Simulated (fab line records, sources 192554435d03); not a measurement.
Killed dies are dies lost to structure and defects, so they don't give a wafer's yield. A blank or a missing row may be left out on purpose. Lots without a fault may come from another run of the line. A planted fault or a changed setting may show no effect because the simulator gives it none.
Which tool did it? | flow n5_finfet | 10 lots, 30 wafers sampled, at 4 steps of a route of 1938

WHAT THE GAUGES READ, wafer by wafer
N5_BEOL_M8_OCD_MEAS_38.
lot  | measured     | on     | trench_depth_nm (nm)
L235 | day 9 21:04  | ocd-02 | 93.6 91.6 93.3
L234 | day 10 02:38 | ocd-02 | 94.9 91.1 92.8
L236 | day 10 18:03 | ocd-02 | 95.2 95.8 94.1
L239 | day 11 06:53 | ocd-02 | 93.0 92.1 94.3
L247 | day 13 22:43 | ocd-01 | 94.0 93.3 93.6
L248 | day 14 06:53 | ocd-01 | 92.9 94.8 95.0
L250 | day 14 09:18 | ocd-01 | 94.0 94.4 94.2
L255 | day 14 15:42 | ocd-01 | 93.2 96.3 93.3
L254 | day 15 10:19 | ocd-01 | 94.4 92.8 95.5
L256 | day 16 03:57 | ocd-02 | 95.3 94.5 92.2

WHICH TOOL RAN EACH LOT (tool, then ch and the chambers of the sampled wafers, then the start)
lot  | N5_BEOL_M8_ETCH_62                 | N5_BEOL_M8_STRIP_19                | N5_BEOL_M8_ETCH_65
L235 | rie_diel-02 ch 0,2,3, day 9 18:47  | rie_diel-02 ch 0,2,3, day 9 19:05  | rie_diel-01 ch 0,2, day 9 20:41
L234 | rie_diel-02 ch 0,1,2, day 9 22:28  | rie_diel-01 ch 1,2,3, day 9 22:46  | rie_diel-01 ch 0,1,2, day 10 02:16
L236 | rie_diel-01 ch 1,2,3, day 10 15:53 | rie_diel-06 ch 0,1,2, day 10 16:11 | rie_diel-06 ch 0,1,2, day 10 17:40
L239 | rie_diel-01 ch 1,2, day 11 05:15   | rie_diel-06 ch 2,3, day 11 05:36   | rie_diel-02 ch 0,1,3, day 11 06:31
L247 | rie_diel-01 ch 0,1,3, day 13 21:13 | rie_diel-06 ch 1,3, day 13 21:31   | rie_diel-01 ch 2,3, day 13 22:20
L248 | rie_diel-02 ch 2,3, day 14 03:59   | rie_diel-06 ch 0,1,2, day 14 04:17 | rie_diel-06 ch 0,1,2, day 14 06:31
L250 | rie_diel-01 ch 1,2, day 14 07:44   | rie_diel-01 ch 1,2,3, day 14 08:11 | rie_diel-06 ch 0,2, day 14 08:55
L255 | rie_diel-06 ch 0,3, day 14 13:21   | rie_diel-06 ch 0,2,3, day 14 13:39 | rie_diel-06 ch 0,2,3, day 14 15:19
L254 | rie_diel-01 ch 1,2, day 15 07:39   | rie_diel-06 ch 0,2,3, day 15 07:57 | rie_diel-06 ch 0,2,3, day 15 09:56
L256 | rie_diel-06 ch 0,1,3, day 16 00:56 | rie_diel-06 ch 1,2,3, day 16 01:21 | rie_diel-06 ch 0,1,2, day 16 03:34
- N5_BEOL_M8_ETCH_62: etches SOC in N2/H2, target depth 110 nm, overetch 22 nm, time 165 s.
- N5_BEOL_M8_STRIP_19: strips in O2.
- N5_BEOL_M8_ETCH_65: etches SiARC in CF4, target depth 15.6 nm, time 26 s.

WHAT THE TOOLS THEMSELVES READ (means of the sampled wafers that have a number; where no wafer has one, the mark that the record gives instead)
N5_BEOL_M8_ETCH_62.
lot  | tool        | drypump_motor_current_A (A) | oes_product_au (a.u.) | rf_fwd_power_W (W) | rf_vpp_V (V) | showerhead_plenum_p_Torr (Torr) | temp_c (C) | throttle_valve_pct (%)
L235 | rie_diel-02 | 5.5                         | 0.65                  | 837.4              | 526.7        | 2.61                            | 39.91      | 17.88
L234 | rie_diel-02 | 5.5                         | 0.65                  | 837.9              | 526.7        | 2.64                            | 39.95      | 17.99
L236 | rie_diel-01 | 5.4                         | 0.62                  | 839.2              | 523.1        | 2.53                            | 39.90      | 17.86
L239 | rie_diel-01 | 5.2                         | 0.61                  | 838.4              | 523.3        | 2.53                            | 39.99      | 17.90
L247 | rie_diel-01 | 5.6                         | 0.74                  | 837.4              | 524.2        | 2.55                            | 40.04      | 17.57
L248 | rie_diel-02 | 5.5                         | 0.74                  | 841.8              | 525.4        | 2.57                            | 40.07      | 17.67
L250 | rie_diel-01 | 5.7                         | 0.63                  | 836.7              | 523.1        | 2.54                            | 40.03      | 17.92
L255 | rie_diel-06 | 5.3                         | 0.65                  | 836.0              | 525.1        | 2.58                            | 40.09      | 18.13
L254 | rie_diel-01 | 5.7                         | 0.62                  | 837.4              | 523.7        | 2.53                            | 39.98      | 17.94
L256 | rie_diel-06 | 5.5                         | 0.69                  | 836.1              | 525.0        | 2.55                            | 39.99      | 17.81

N5_BEOL_M8_STRIP_19.
lot  | tool        | drypump_motor_current_A (A) | o2_flow_sccm (sccm) | oes_product_au (a.u.) | rf_vpp_V (V) | showerhead_plenum_p_Torr (Torr) | temp_c (C) | throttle_valve_pct (%)
L235 | rie_diel-02 | 5.5                         | 225.2               | 0.77                  | 4.0          | 2.17                            | 39.95      | 16.80
L234 | rie_diel-01 | 5.4                         | 224.9               | 0.75                  | 3.7          | 2.08                            | 39.91      | 16.63
L236 | rie_diel-06 | 5.2                         | 224.8               | 0.73                  | 3.4          | 2.18                            | 39.99      | 16.70
L239 | rie_diel-06 | 5.2                         | 225.0               | 0.77                  | 3.5          | 2.13                            | 39.96      | 16.55
L247 | rie_diel-06 | 5.6                         | 224.9               | 0.75                  | 3.9          | 2.12                            | 39.97      | 16.73
L248 | rie_diel-06 | 5.3                         | 225.6               | 0.71                  | 3.6          | 2.17                            | 40.02      | 16.75
L250 | rie_diel-01 | 5.4                         | 225.1               | 0.79                  | 3.8          | 2.07                            | 39.95      | 16.53
L255 | rie_diel-06 | 5.3                         | 224.9               | 0.76                  | 3.3          | 2.12                            | 40.07      | 16.72
L254 | rie_diel-06 | 5.3                         | 225.0               | 0.75                  | 3.7          | 2.11                            | 39.81      | 16.75
L256 | rie_diel-06 | 5.4                         | 225.3               | 0.82                  | 3.4          | 2.11                            | 39.90      | 16.54

N5_BEOL_M8_ETCH_65.
lot  | tool        | drypump_motor_current_A (A) | etch_rf_on_time_s (s) | oes_product_au (a.u.) | rf_fwd_power_W (W) | rf_vpp_V (V) | showerhead_plenum_p_Torr (Torr) | throttle_valve_pct (%)
L235 | rie_diel-01 | 5.1                         | 25.8                  | 0.60                  | 531.9              | 184.7        | 2.16                            | 15.67
L234 | rie_diel-01 | 5.5                         | 25.8                  | 0.63                  | 534.2              | 184.1        | 2.16                            | 15.61
L236 | rie_diel-06 | 5.3                         | 25.6                  | 0.62                  | 530.2              | 184.9        | 2.22                            | 15.64
L239 | rie_diel-02 | 5.6                         | 26.1                  | 0.65                  | 532.2              | 184.7        | 2.20                            | 15.75
L247 | rie_diel-01 | 4.9                         | 28.4                  | 0.62                  | 490.0              | 190.1        | 2.11                            | 15.59
L248 | rie_diel-06 | 5.2                         | 25.8                  | 0.60                  | 532.0              | 183.9        | 2.21                            | 15.70
L250 | rie_diel-06 | 5.0                         | 25.7                  | 0.61                  | 532.3              | 185.0        | 2.21                            | 15.64
L255 | rie_diel-06 | 5.2                         | 25.7                  | 0.65                  | 532.8              | 184.1        | 2.17                            | 15.70
L254 | rie_diel-06 | 5.2                         | 25.5                  | 0.64                  | 531.7              | 184.8        | 2.16                            | 15.72
L256 | rie_diel-06 | 5.2                         | 25.8                  | 0.66                  | 532.4              | 184.8        | 2.20                            | 15.57

THE ANSWER, worked out from the rows above alone
Rule: what is usual is taken from the lots themselves. Put in order of their means at a reading, lots are off if they are a third of the lots or fewer, leave a main group of 4 or more, and stand apart from it by a gap of 3 or more times the standard deviation of the main group's means; of several such gaps the widest counts. A main group whose means are all the same, to the digits that the tables above print for the reading, isn't used. A lot without any number at a reading at which 4 lots or more have one is off too. The other lots that the step has rows for count as sound. The gauges are gone through in route order, then the tools' own readings, and for those a lot's mean is taken as printed above. The first step at which some lot is off is used, and at that step the reading that is off furthest; a lot without a number counts as furthest.
Off: L247, at N5_BEOL_M8_ETCH_65 (rf_fwd_power_W). The main group: mean 532.2 W, standard deviation 0.99.
A tool fits if, at that step or a process step before it, it ran every lot that is off, and no sound lot after the first of them. One fits: rie_diel-01 at N5_BEOL_M8_ETCH_65. Its last sound lot is L234 (day 10 02:16), its first lot that is off L247 (day 13 22:20): a fault that began between those two fits.
The tool's own readings at N5_BEOL_M8_ETCH_65 bear it out: on the lots that are off they differ by more than 5 times the standard deviation of the sound lots' means. etch_rf_on_time_s reads 28.4 s there against 25.8 s on the sound lots; rf_fwd_power_W reads 490.0 W there against 532.2 W on the sound lots; rf_vpp_V reads 190.1 V there against 184.6 V on the sound lots.

WHAT THE SIMULATOR HAD PUT IN
Process parameter drift: rie_diel-01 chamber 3, from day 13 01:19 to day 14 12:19, at N5_BEOL_M8_ETCH_65. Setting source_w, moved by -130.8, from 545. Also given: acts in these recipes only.
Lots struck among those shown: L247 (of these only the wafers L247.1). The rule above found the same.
